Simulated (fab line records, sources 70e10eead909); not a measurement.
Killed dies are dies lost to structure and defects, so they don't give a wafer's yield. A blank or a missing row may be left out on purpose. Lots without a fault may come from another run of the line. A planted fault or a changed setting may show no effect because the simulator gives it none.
fab line records | flow nand_harc
record lots=6 wafers=18 last_day=33
route steps=1302 shown A_CONTACT@994 END@1302
lots that met no fault: from a run of the same line without faults
start_h: hours from the record's first day to the start of the lot's first wafer shown | wait_h: hours since the lot's step before | " the same as in the row above | L1.1+2: a row that stands for several wafers | - no value, or no start given | * or withheld: withheld | < > ~ a bound
route shown NAME@n: a module of which the file shows steps, and the number in the route of the first | usual: mean/standard deviation of fault-free wafers | same: alike in all rows | chamber/n: place in a boat | sites: the reading at each site | _std_site: their standard deviation | _edge_site: outer sites' mean less inner sites' | radius_mm: how far each site lies from the wafer's centre | mask NAME#n: copy n | behind: the tool/chamber that last shaped the wafer | hold: why the lot was held/for how many hours/how that ended | device: the transistor (n, p or np) that didn't switch | end of line: the same wafers' tests at the end of the route | a step without rows: its recipe alone | killed: dies lost to structure and defects at the first sort, not the wafer's yield | map: a wafer's dies, x killed, . not, _ none there
set.NAME: the setting as run; set.NAME@STEP: as run at that earlier step | model.NAME: the simulator's own value behind a step, which no gauge read
lots at some steps of the route; a table a step, a row a wafer
services: from which hour (start_h, from the record's first day; less than 0 if before it) a tool's chamber was out of use, for how many hours, and why
## steps
# step NHARC_A_CONTACT_EXPOSE_39
# recipe na=1.35 sigma_outer=0.8 dose_mj=58.79 mask_id=A_CC_3
# step NHARC_A_CONTACT_PEB_40
# recipe peb_temp_c=100 peb_time_s=65
# step NHARC_A_CONTACT_DEVELOP_41
# recipe develop_time_s=35 dev_temp_c=23
# step NHARC_A_CONTACT_CD_MEAS_42
# recipe target_cd_nm=300 landing_energy_ev=500
# usual cd_nm=299.8/0.55
# columns lot.wafer tool chamber start_h wait_h cd_nm
L238.1 cd_sem-02 0 623.44 - 300.0
L238.4 " 0 " " 300.4
L238.5 " 0 " " 299.5
L237.1 cd_sem-02 0 623.61 - 300.5
L237.3 " 0 " " 299.7
L237.4 " 0 " " 299.9
L241.2 cd_sem-03 0 643.06 - 299.6
L241.4 " 0 " " 300.1
L241.6 " 0 " " 299.1
L240.1 cd_sem-01 0 661.76 - 299.4
L240.2 " 0 " " 299.5
L240.5 " 0 " " 299.0
L246.2 cd_sem-02 0 699.22 - 300.7
L246.3 " 0 " " 299.9
L246.5 " 0 " " 299.8
L247.1 cd_sem-01 0 713.82 - 299.9
L247.2 " 0 " " 300.6
L247.3 " 0 " " 299.7
# step NHARC_A_CONTACT_OVL_MEAS_43
# usual overlay_x_nm=0.0/0.85 overlay_y_nm=0.0/0.7
# columns lot.wafer tool chamber start_h wait_h overlay_x_nm overlay_y_nm
L238.1 overlay-01 - 623.54 - 0.2 0.2
L238.4 " - " " 0.0 0.1
L238.5 " - " " 0.1 0.2
L237.1 overlay-02 - 623.70 - -0.2 -0.3
L237.3 " - " " 0.0 -0.1
L237.4 " - " " -0.5 -0.3
L241.2 overlay-01 - 643.15 - 0.0 0.9
L241.4 " - " " -0.6 0.9
L241.6 " - " " -0.2 1.4
L240.1 overlay-01 - 661.84 - -0.3 -0.1
L240.2 " - " " 0.4 0.3
L240.5 " - " " -0.1 0.4
L246.2 overlay-01 - 699.30 - 0.0 -0.4
L246.3 " - " " -0.3 0.2
L246.5 " - " " -0.3 0.2
L247.1 overlay-01 - 713.91 - -0.1 0.4
L247.2 " - " " 0.3 0.6
L247.3 " - " " 0.5 0.8
# step NHARC_A_CONTACT_INSPECT_44
# usual raw_defect_count=77/36
# columns lot.wafer tool chamber start_h wait_h raw_defect_count
L238.1 defect_inspect-02 - 623.58 0.0 20
L238.4 " - " " 25
L238.5 " - " " 27
L237.1 defect_inspect-02 - 623.73 0.0 101
L237.3 " - " " 116
L237.4 " - " " 125
L241.2 defect_inspect-02 - 643.18 0.0 95
L241.4 " - " " 106
L241.6 " - " " 89
L240.1 defect_inspect-02 - 661.88 0.0 68
L240.2 " - " " 70
L240.5 " - " " 87
L246.2 defect_inspect-01 - 699.34 0.0 71
L246.3 " - " " 56
L246.5 " - " " 57
L247.1 defect_inspect-01 - 713.95 0.0 128
L247.2 " - " " 142
L247.3 " - " " 112
# step NHARC_A_CONTACT_DESCUM_47
# recipe time_s=3 o2_flow_sccm=200 ar_flow_sccm=0 bias_power_w=0 chemistry=O2
# usual drypump_motor_current_A=5.7/0.34 oes_product_au=1.000/0.011 rf_vpp_V=57.5/0.91 showerhead_plenum_p_Torr=1.87/0.094 throttle_valve_pct=11.311/0.0091
# columns lot.wafer tool chamber start_h wait_h drypump_motor_current_A oes_product_au rf_hours_counter_h rf_vpp_V showerhead_plenum_p_Torr throttle_valve_pct
L238.1 rie_diel-07 3 623.64 0.1 5.4 1.002 21 56.7 1.81 11.315
L238.4 " 0 " " 5.8 1.009 20 56.8 1.78 11.308
L238.5 " 3 " " 5.4 1.008 - 58.3 1.81 11.306
L237.1 rie_diel-03 3 623.79 0.1 5.9 1.005 59 56.8 1.78 11.300
L237.3 " 0 " " 5.9 0.998 56 59.0 1.82 11.305
L237.4 " 1 " " 5.1 1.002 53 58.0 1.80 11.307
L241.4 rie_diel-11 2 643.38 0.2 6.1 0.986 11 56.0 1.85 11.312
L241.2 " 1 " " 5.5 1.004 11 58.0 2.00 11.306
L241.6 " 2 " " 6.1 0.992 - 57.8 1.85 11.316
L240.2 rie_diel-03 1 661.94 0.1 5.1 0.994 7 56.3 1.80 11.303
L240.1 " 2 " " 5.9 1.001 7 57.3 1.93 11.299
L240.5 " 2 " " 5.9 0.994 - 56.5 1.93 11.303
L246.2 rie_diel-11 3 699.41 0.1 5.1 0.996 30 57.2 1.80 11.295
L246.3 " 1 " " 5.5 0.996 33 57.7 1.99 11.320
L246.5 " 3 " " 5.1 0.998 - 56.8 1.80 11.319
L247.3 rie_diel-07 3 714.02 0.1 5.4 1.004 0 57.8 1.81 11.313
L247.1 " 0 " " 5.9 0.998 0 58.3 1.78 11.327
L247.2 " 2 " " 5.6 0.999 0 56.9 1.83 11.312
# step NHARC_A_CONTACT_ETCH_48
# recipe target_depth_a=390 over_etch_frac=0.3 time_s=65 ion_energy_ev=80 cf4_flow_sccm=150 ar_flow_sccm=0 rf_w=300 bias_w=100 chemistry=CF4
# usual bias_w=100.0/0.3 cf4_flow_sccm=150.0/0.4 drypump_motor_current_A=5.7/0.33 oes_product_au=1.001/0.011 rf_fwd_power_W=297.5/1.2 rf_vpp_V=150.9/1.4 showerhead_plenum_p_Torr=1.74/0.084 throttle_valve_pct=13.282/0.0088
# same over_etch_frac=0.3
# columns lot.wafer tool chamber start_h wait_h bias_w cf4_flow_sccm drypump_motor_current_A oes_product_au rf_fwd_power_W rf_hours_counter_h rf_vpp_V showerhead_plenum_p_Torr throttle_valve_pct
L238.1 rie_diel-07 0 623.72 0.1 100.0 150.4 5.8 1.022 298.2 20 150.7 1.65 13.274
L238.4 " 1 " " 100.3 150.0 5.5 0.996 296.5 16 152.3 1.85 13.283
L238.5 " 1 " " 99.9 149.6 5.5 0.997 297.2 - 153.1 1.85 13.279
L237.3 rie_diel-03 1 623.88 0.1 99.7 150.4 5.1 0.996 296.8 53 149.4 1.67 13.285
L237.4 " 2 " " 100.0 150.4 5.8 0.975 297.8 52 151.1 1.78 13.265
L237.1 " 0 " " 100.0 149.7 5.9 0.980 297.8 56 151.2 1.69 13.280
L241.2 rie_diel-11 2 643.48 0.1 99.8 149.6 6.1 0.989 297.1 11 151.3 1.72 13.291
L241.4 " 0 " " 99.9 150.3 6.2 0.992 298.4 11 154.4 1.89 13.282
L241.6 " 2 " " 99.8 150.4 6.1 0.991 297.3 - 149.7 1.72 13.273
L240.2 rie_diel-03 3 662.03 0.1 100.4 150.4 5.9 0.986 298.8 7 150.4 1.65 13.277
L240.1 " 2 " " 100.2 149.9 5.9 0.996 295.8 7 151.3 1.78 13.292
L240.5 " 0 " " 100.1 149.4 5.9 1.002 297.9 - 149.0 1.68 13.296
L246.3 rie_diel-11 0 699.48 0.1 99.8 150.5 6.1 1.010 297.3 32 152.7 1.88 13.292
L246.2 " 1 " " 99.7 149.8 5.5 1.010 299.1 33 152.3 1.84 13.286
L246.5 " 1 " " 100.0 150.5 5.5 1.003 298.0 - 151.3 1.84 13.287
L247.2 rie_diel-07 0 714.11 0.1 100.1 149.5 5.8 1.000 298.2 0 149.9 1.65 13.261
L247.3 " 2 " " 100.7 149.9 5.6 1.003 299.1 0 149.9 1.69 13.272
L247.1 " 3 " " 100.0 150.1 5.4 1.000 296.8 0 149.4 1.68 13.291
# step NHARC_A_CONTACT_ETCH_49
# recipe target_depth_a=2600 over_etch_frac=0.3 time_s=475.3 ion_energy_ev=200 n2_flow_sccm=150 h2_flow_sccm=150 ar_flow_sccm=0 rf_w=400 bias_w=150 chemistry=N2/H2
# usual bias_w=150.0/0.4 chamber_pressure_mTorr=29.999/0.027 drypump_motor_current_A=5.7/0.33 oes_product_au=1.001/0.012 rf_fwd_power_W=399.4/1.2 rf_vpp_V=429.4/2.9 showerhead_plenum_p_Torr=2.00/0.1 throttle_valve_pct=14.171/0.0092
# same over_etch_frac=0.3
# columns lot.wafer tool chamber start_h wait_h bias_w chamber_pressure_mTorr drypump_motor_current_A oes_product_au rf_fwd_power_W rf_hours_counter_h rf_vpp_V showerhead_plenum_p_Torr throttle_valve_pct
L238.4 rie_diel-07 1 - - 150.0 29.950 5.6 0.999 398.9 16 433.8 2.14 14.175
L238.1 " 0 " " 150.6 29.976 5.9 1.016 400.1 20 427.3 1.89 14.186
L238.5 " 1 " " 149.7 30.023 5.5 1.004 397.7 - 432.9 2.14 14.162
L237.1 rie_diel-03 1 - - 150.4 30.004 5.1 1.005 398.9 53 427.5 1.92 14.176
L237.3 " 2 " " 150.2 29.999 5.8 0.985 399.2 52 430.0 2.06 14.143
L237.4 " 0 " " 149.8 29.977 5.9 0.992 400.2 56 425.6 1.93 14.171
L241.2 rie_diel-11 3 - - 149.4 30.007 5.1 0.993 402.1 10 427.3 1.92 14.169
L241.4 " 1 " " 149.1 30.025 5.5 1.004 399.2 11 432.7 2.14 14.164
L241.6 " 2 " " 151.0 29.997 6.1 0.991 398.3 - 428.6 1.98 14.179
L240.2 rie_diel-03 0 - - 149.6 29.991 5.9 1.001 399.5 7 427.4 1.93 14.160
L240.1 " 1 " " 150.2 30.031 5.1 0.989 399.6 7 425.9 1.91 14.157
L240.5 " 0 " " 149.5 29.985 5.9 1.013 398.4 - 427.0 1.93 14.177
L246.3 rie_diel-11 0 - - 150.5 30.006 6.1 0.992 399.9 32 434.3 2.19 14.168
L246.2 " 2 " " 150.3 29.994 6.1 1.000 397.8 32 428.8 1.97 14.178
L246.5 " 0 " " 150.8 30.005 6.1 1.002 400.7 - 434.3 2.19 14.176
L247.1 rie_diel-07 2 - - 150.3 30.012 5.7 0.999 397.6 0 427.5 1.94 14.187
L247.2 " 0 " " 149.9 29.980 5.9 0.991 397.9 0 425.8 1.89 14.167
L247.3 " 1 " " 149.9 30.023 5.5 0.993 400.3 0 432.6 2.14 14.173
# step NHARC_A_CONTACT_ETCH_50
# recipe target_depth_a=1210 time_s=60.5 cf4_flow_sccm=100 chf3_flow_sccm=30 ar_flow_sccm=0 rf_w=500 bias_w=200 chemistry=CF4/CHF3
# step NHARC_A_CONTACT_ETCH_51
# recipe target_depth_a=70000 over_etch_frac=0.3 time_s=1820 ion_energy_ev=150 o2_flow_sccm=400 cos_flow_sccm=20 ar_flow_sccm=0 rf_w=500 bias_w=300 chemistry=O2/COS
# usual bias_w=299.9/0.83 chamber_pressure_mTorr=19.997/0.019 drypump_motor_current_A=5.7/0.33 oes_product_au=1.002/0.011 rf_fwd_power_W=500.0/1.4 rf_vpp_V=313.3/2.3 showerhead_plenum_p_Torr=3.06/0.15 throttle_valve_pct=28.330/0.0089
# same over_etch_frac=0.3
# columns lot.wafer tool chamber start_h wait_h bias_w chamber_pressure_mTorr drypump_motor_current_A oes_product_au rf_fwd_power_W rf_hours_counter_h rf_vpp_V showerhead_plenum_p_Torr throttle_valve_pct
L238.1 rie_diel-07 1 - - 298.6 20.002 5.5 1.008 500.7 17 316.3 3.27 28.325
L238.4 " 2 " " 298.9 19.996 5.7 1.031 499.3 23 312.4 2.99 28.335
L238.5 " 0 " " 299.8 19.993 5.8 1.021 498.8 - 311.0 2.92 28.335
L237.3 rie_diel-03 2 - - 301.5 20.025 5.9 0.990 501.1 52 313.5 3.15 28.330
L237.1 " 0 " " 299.7 20.010 5.9 1.001 499.2 57 310.8 2.97 28.332
L237.4 " 1 " " 300.3 20.008 5.1 0.992 499.9 54 312.2 2.95 28.338
L241.4 rie_diel-11 3 - - 299.0 19.981 5.1 1.003 500.4 11 310.9 2.95 28.336
L241.2 " 1 " " 300.5 20.009 5.5 1.001 498.1 12 316.4 3.26 28.342
L241.6 " 0 " " 300.1 20.012 6.1 1.010 497.9 - 317.7 3.34 28.323
L240.2 rie_diel-03 0 - - 300.2 20.024 5.9 1.015 500.6 7 311.7 2.97 28.326
L240.1 " 2 " " 299.0 19.996 5.9 0.999 500.3 7 313.3 3.14 28.340
L240.5 " 1 " " 300.6 19.978 5.1 0.998 498.8 - 310.7 2.94 28.318
L246.3 rie_diel-11 0 - - 298.9 19.975 6.1 1.006 497.5 32 315.1 3.33 28.331
L246.2 " 3 " " 299.2 20.017 5.1 0.997 501.2 31 311.3 2.94 28.331
L246.5 " 1 " " 301.2 19.982 5.5 1.011 499.7 - 316.6 3.25 28.337
L247.2 rie_diel-07 3 - - 300.1 19.987 5.4 0.991 499.5 1 310.5 2.97 28.339
L247.3 " 0 " " 300.0 20.018 5.8 0.993 501.7 1 312.3 2.91 28.327
L247.1 " 1 " " 300.0 20.013 5.5 0.995 500.7 1 316.1 3.27 28.330
# step NHARC_A_CONTACT_ETCH_111
# recipe source_w=withheld pressure_mtorr=20 bias_v=withheld time_s=140 target_depth_a=7000 ar_flow_sccm=withheld c4f8_flow_sccm=withheld o2_flow_sccm=withheld chemistry=C4F8/O2/Ar
# step NHARC_A_CONTACT_ETCH_112
# recipe source_w=withheld pressure_mtorr=20 bias_v=3000 time_s=190 target_depth_a=18500 ar_flow_sccm=withheld c4f8_flow_sccm=withheld o2_flow_sccm=withheld chemistry=C4F8/O2/Ar
# usual chamber_pressure_mTorr=20.000/0.018 oes_air_line_au=1.001/0.02
# columns lot.wafer tool chamber start_h wait_h chamber_pressure_mTorr oes_air_line_au rf_hours_counter_h
L238.1 har_cap_etch-02 0 625.76 0.2 - - -
L238.4 " 1 " " - - -
L238.5 " 0 " " - - -
L237.1 har_cap_etch-03 0 626.03 0.2 - - -
L237.3 " 1 " " - - -
L237.4 " 0 " " - - -
L241.2 har_cap_etch-03 1 646.67 0.2 19.988 1.001 68
L241.4 " 0 " " 20.006 0.988 -
L241.6 " 1 " " 19.977 1.009 -
L240.1 har_cap_etch-01 1 663.97 0.2 20.001 0.978 24
L240.2 " 0 " " 20.010 0.994 24
L240.5 " 0 " " 19.996 1.015 -
L246.2 har_cap_etch-03 1 701.41 0.2 19.996 1.035 78
L246.3 " 1 " " 20.009 1.011 -
L246.5 " 1 " " 19.988 1.016 -
L247.2 har_cap_etch-01 1 716.23 0.2 19.995 0.989 35
L247.1 " 0 " " 20.005 0.984 35
L247.3 " 0 " " 19.982 1.007 -
# step NHARC_A_CONTACT_ETCH_113
# recipe source_w=withheld pressure_mtorr=20 bias_v=3000 time_s=190 target_depth_a=18500 ar_flow_sccm=withheld c4f8_flow_sccm=withheld o2_flow_sccm=withheld chemistry=C4F8/O2/Ar
# usual chamber_pressure_mTorr=20.001/0.015 oes_air_line_au=1.001/0.021
# columns lot.wafer tool chamber start_h wait_h chamber_pressure_mTorr oes_air_line_au rf_hours_counter_h
L238.1 har_cap_etch-02 0 625.99 0.2 19.982 0.995 107
L238.4 " 1 " " 19.994 0.992 -
L238.5 " 0 " " 20.016 1.007 -
L237.1 har_cap_etch-03 0 626.26 0.2 19.989 0.993 64
L237.3 " 1 " " 19.996 0.998 -
L237.4 " 0 " " 20.021 1.023 -
L241.2 har_cap_etch-03 1 646.85 0.1 19.974 0.983 68
L241.4 " 0 " " 19.991 0.967 -
L241.6 " 1 " " 20.019 0.964 -
L240.1 har_cap_etch-01 1 664.14 0.1 20.011 1.009 24
L240.2 " 0 " " 19.978 1.000 24
L240.5 " 0 " " 19.964 0.969 -
L246.2 har_cap_etch-03 1 701.58 0.1 20.011 1.009 78
L246.3 " 1 " " 20.020 1.017 -
L246.5 " 1 " " 20.017 0.997 -
L247.2 har_cap_etch-01 1 716.40 0.1 19.986 0.979 35
L247.1 " 0 " " 20.006 0.980 35
L247.3 " 0 " " 20.015 0.973 -
# step NHARC_END_SORT_01
# recipe temp_c=25
# usual killed_at_array=56/18 killed_at_other=1.4/1.5 killed_at_periphery=4/3.1 killed_dies=61/19 killed_open=3.5/1.8 killed_short=2.4/1.4
# same gross_dies=677
# columns lot.wafer tool chamber start_h wait_h killed_at_array killed_at_other killed_at_periphery killed_dies killed_open killed_short
L238.1 prober-02 0 701.14 2.5 676 0 1 677 3 3
L238.4 prober-02 0 703.53 3.4 670 4 3 677 3 3
L238.5 prober-02 0 704.32 3.7 675 1 1 677 1 0
L237.1 prober-01 0 708.75 2.5 675 0 2 677 4 0
L237.3 prober-01 0 710.33 3.1 675 0 2 677 3 2
L237.4 prober-01 0 711.13 3.4 674 0 3 677 4 2
L240.1 prober-01 0 738.57 2.5 44 1 8 53 0 4
L240.2 prober-01 0 739.37 2.8 46 4 2 52 1 2
L240.5 prober-01 0 741.78 3.7 51 1 2 54 4 1
# killed by level:class
L238.1 A_CONTACT:area_etch=649 A_CHANNEL_HOLE_D1:chamber_film_flake=12 A_CONTACT:chamber_film_flake=3 A_ONON_D2:geometric_particle:short=2 A_CHANNEL_HOLE_D2:chamber_film_flake=2 A_SLIT:chamber_film_flake=2 A_WL_FILL:geometric_particle:short=1 A_WL_FILL:geometric_particle:open=1
L238.4 A_CONTACT:area_etch=640 A_CHANNEL_HOLE_D1:chamber_film_flake=14 A_CONTACT:chamber_film_flake=8 THIN_TSV:chamber_film_flake=3 A_WL_FILL:chamber_film_flake=2 P_CONTACT:geometric_particle:open=1 P_M2:geometric_particle:open=1 A_ONON_D1:geometric_particle:open=1
L238.5 A_CONTACT:area_etch=646 A_CHANNEL_HOLE_D1:chamber_film_flake=14 A_CONTACT:chamber_film_flake=5 A_CHANNEL_FILL_D1:chamber_film_flake=3 A_ZERO_WELL:chamber_film_flake=2 A_SLIT:chamber_film_flake=2 A_ONON_D2:geometric_particle:open=1 P_CONTACT:chamber_film_flake=1
L237.1 A_CONTACT:area_etch=602 A_CHANNEL_HOLE_D1:chamber_film_flake=32 A_SLIT:chamber_film_flake=26 A_WL_FILL:chamber_film_flake=4 A_ZERO_WELL:chamber_film_flake=3 A_STAIRCASE:chamber_film_flake=2 A_CHANNEL_HOLE_D1:geometric_particle:open=1 A_ONON_D2:geometric_particle:open=1
L237.3 A_CONTACT:area_etch=592 A_SLIT:chamber_film_flake=38 A_CHANNEL_HOLE_D1:chamber_film_flake=37 P_BONDPAD:chamber_film_flake=2 A_WL_FILL:chamber_film_flake=2 A_DECK1_JOINT:geometric_particle:short=1 A_SGD_CUT:geometric_particle:open=1 A_SGD_CUT:geometric_particle:short=1
L237.4 A_CONTACT:area_etch=595 A_CHANNEL_HOLE_D1:chamber_film_flake=43 A_SLIT:chamber_film_flake=28 A_ONON_D2:geometric_particle:open=2 P_CONTACT:geometric_particle:short=1 A_SOURCE_PLATE:geometric_particle:open=1 A_CHANNEL_FILL_D2:geometric_particle:short=1 A_M1:geometric_particle:open=1
L240.1 A_CHANNEL_HOLE_D1:chamber_film_flake=30 A_STAIRCASE:chamber_film_flake=5 P_ZERO_WELL:chamber_film_flake=4 P_GATE:chamber_film_flake=3 A_SLIT:chamber_film_flake=2 A_CONTACT:chamber_film_flake=2 P_CONTACT:geometric_particle:short=1 A_ONON_D2:geometric_particle:short=1
L240.2 A_CHANNEL_HOLE_D1:chamber_film_flake=33 A_SLIT:chamber_film_flake=6 THIN_TSV:chamber_film_flake=4 P_GATE:chamber_film_flake=2 A_CHANNEL_FILL_D1:geometric_particle:open=1 A_ONON_D2:geometric_particle:short=1 A_CHANNEL_FILL_D2:geometric_particle:short=1 A_ZERO_WELL:chamber_film_flake=1
L240.5 A_CHANNEL_HOLE_D1:chamber_film_flake=34 A_SLIT:chamber_film_flake=3 A_CHANNEL_FILL_D2:geometric_particle:open=2 P_ZERO_WELL:chamber_film_flake=2 A_WL_FILL:chamber_film_flake=2 A_STAIRCASE:chamber_film_flake=2 A_CONTACT:chamber_film_flake=2 A_ONON_D1:geometric_particle:short=1
# map L237.1 (x killed, . not)
____________x____________
_________xxxxxxx_________
_______xxxxxxxxxxx_______
______xxxxxxxxxxxxx______
_____xxxxxxxxxxxxxxx_____
____xxxxxxxxxxxxxxxxx____
____xxxxxxxxxxxxxxxxx____
___xxxxxxxxxxxxxxxxxxx___
___xxxxxxxxxxxxxxxxxxx___
__xxxxxxxxxxxxxxxxxxxxx__
__xxxxxxxxxxxxxxxxxxxxx__
_xxxxxxxxxxxxxxxxxxxxxxx_
_xxxxxxxxxxxxxxxxxxxxxxx_
_xxxxxxxxxxxxxxxxxxxxxxx_
_xxxxxxxxxxxxxxxxxxxxxxx_
_xxxxxxxxxxxxxxxxxxxxxxx_
xxxxxxxxxxxxxxxxxxxxxxxxx
xxxxxxxxxxxxxxxxxxxxxxxxx
xxxxxxxxxxxxxxxxxxxxxxxxx
xxxxxxxxxxxxxxxxxxxxxxxxx
xxxxxxxxxxxxxxxxxxxxxxxxx
_xxxxxxxxxxxxxxxxxxxxxxx_
_xxxxxxxxxxxxxxxxxxxxxxx_
_xxxxxxxxxxxxxxxxxxxxxxx_
_xxxxxxxxxxxxxxxxxxxxxxx_
_xxxxxxxxxxxxxxxxxxxxxxx_
__xxxxxxxxxxxxxxxxxxxxx__
__xxxxxxxxxxxxxxxxxxxxx__
___xxxxxxxxxxxxxxxxxxx___
___xxxxxxxxxxxxxxxxxxx___
____xxxxxxxxxxxxxxxxx____
____xxxxxxxxxxxxxxxxx____
_____xxxxxxxxxxxxxxx_____
______xxxxxxxxxxxxx______
_______xxxxxxxxxxx_______
_________xxxxxxx_________
____________x____________
# map L238.1 (x killed, . not)
____________x____________
_________xxxxxxx_________
_______xxxxxxxxxxx_______
______xxxxxxxxxxxxx______
_____xxxxxxxxxxxxxxx_____
____xxxxxxxxxxxxxxxxx____
____xxxxxxxxxxxxxxxxx____
___xxxxxxxxxxxxxxxxxxx___
___xxxxxxxxxxxxxxxxxxx___
__xxxxxxxxxxxxxxxxxxxxx__
__xxxxxxxxxxxxxxxxxxxxx__
_xxxxxxxxxxxxxxxxxxxxxxx_
_xxxxxxxxxxxxxxxxxxxxxxx_
_xxxxxxxxxxxxxxxxxxxxxxx_
_xxxxxxxxxxxxxxxxxxxxxxx_
_xxxxxxxxxxxxxxxxxxxxxxx_
xxxxxxxxxxxxxxxxxxxxxxxxx
xxxxxxxxxxxxxxxxxxxxxxxxx
xxxxxxxxxxxxxxxxxxxxxxxxx
xxxxxxxxxxxxxxxxxxxxxxxxx
xxxxxxxxxxxxxxxxxxxxxxxxx
_xxxxxxxxxxxxxxxxxxxxxxx_
_xxxxxxxxxxxxxxxxxxxxxxx_
_xxxxxxxxxxxxxxxxxxxxxxx_
_xxxxxxxxxxxxxxxxxxxxxxx_
_xxxxxxxxxxxxxxxxxxxxxxx_
__xxxxxxxxxxxxxxxxxxxxx__
__xxxxxxxxxxxxxxxxxxxxx__
___xxxxxxxxxxxxxxxxxxx___
___xxxxxxxxxxxxxxxxxxx___
____xxxxxxxxxxxxxxxxx____
____xxxxxxxxxxxxxxxxx____
_____xxxxxxxxxxxxxxx_____
______xxxxxxxxxxxxx______
_______xxxxxxxxxxx_______
_________xxxxxxx_________
____________x____________
## services
# columns tool chamber start_h hours kind
rie_diel-07 0 602.94 - clean
rie_diel-07 1 602.94 - clean
rie_diel-07 2 602.94 - clean
rie_diel-07 3 602.94 - clean
rie_diel-11 - 611.04 9.0 pm
rie_diel-11 0 611.04 9.0 vent_cycle
rie_diel-11 1 611.04 9.0 vent_cycle
rie_diel-11 2 611.04 9.0 vent_cycle
rie_diel-11 3 611.04 9.0 vent_cycle
rie_diel-03 0 614.46 - clean
rie_diel-03 1 614.46 - clean
rie_diel-03 2 614.46 - clean
rie_diel-03 3 614.46 - clean
rie_diel-11 0 620.04 - clean
rie_diel-11 0 620.04 - consumable_replace:focus_ring
rie_diel-11 1 620.04 - clean
rie_diel-11 2 620.04 - clean
rie_diel-11 2 620.04 - consumable_replace:focus_ring
rie_diel-03 0 630.78 15.7 repair
rie_diel-03 3 630.90 7.0 repair
rie_diel-03 - 637.33 9.0 pm
har_cap_etch-02 - 683.72 0.6 repair
rie_diel-11 0 700.93 5.1 repair
rie_diel-07 - 704.90 9.0 pm
## key
first_sign step=NHARC_A_CONTACT_ETCH_112 reading=tool_record direction=missing
effect step=NHARC_END_SORT_01 reading=killed_at_array direction=up sigmas=34 usual=56 struck=674
more_kills_born_at NHARC_A_CONTACT_ETCH_112@har_cap_etch-02=1935 NHARC_A_CONTACT_ETCH_112@har_cap_etch-03=1789
met_at NHARC_A_CONTACT_ETCH_112
struck_wafers L237.1,L237.3,L237.4,L238.1,L238.4,L238.5
later_rows_left_out L237.1,L237.3,L237.4,L238.1,L238.4,L238.5
tester_left_out L237,L238
fault kind=skipped_step_whole tool=har_cap_etch-02,har_cap_etch-03 chamber=- onset_h=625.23 steps=NHARC_A_CONTACT_ETCH_112 scope=struck_lots_only
# tester_left_out: of these lots the tester's yield and bins aren't shown, on N5 and GAA mostly nor the transistor test; their killed dies are dies lost to structure and defects alone, not to doping, threshold or leakage, so they don't give the yield
# later_rows_left_out: the simulator's readings of these wafers behind a module that went badly wrong aren't trusted and aren't shown, but for the sort
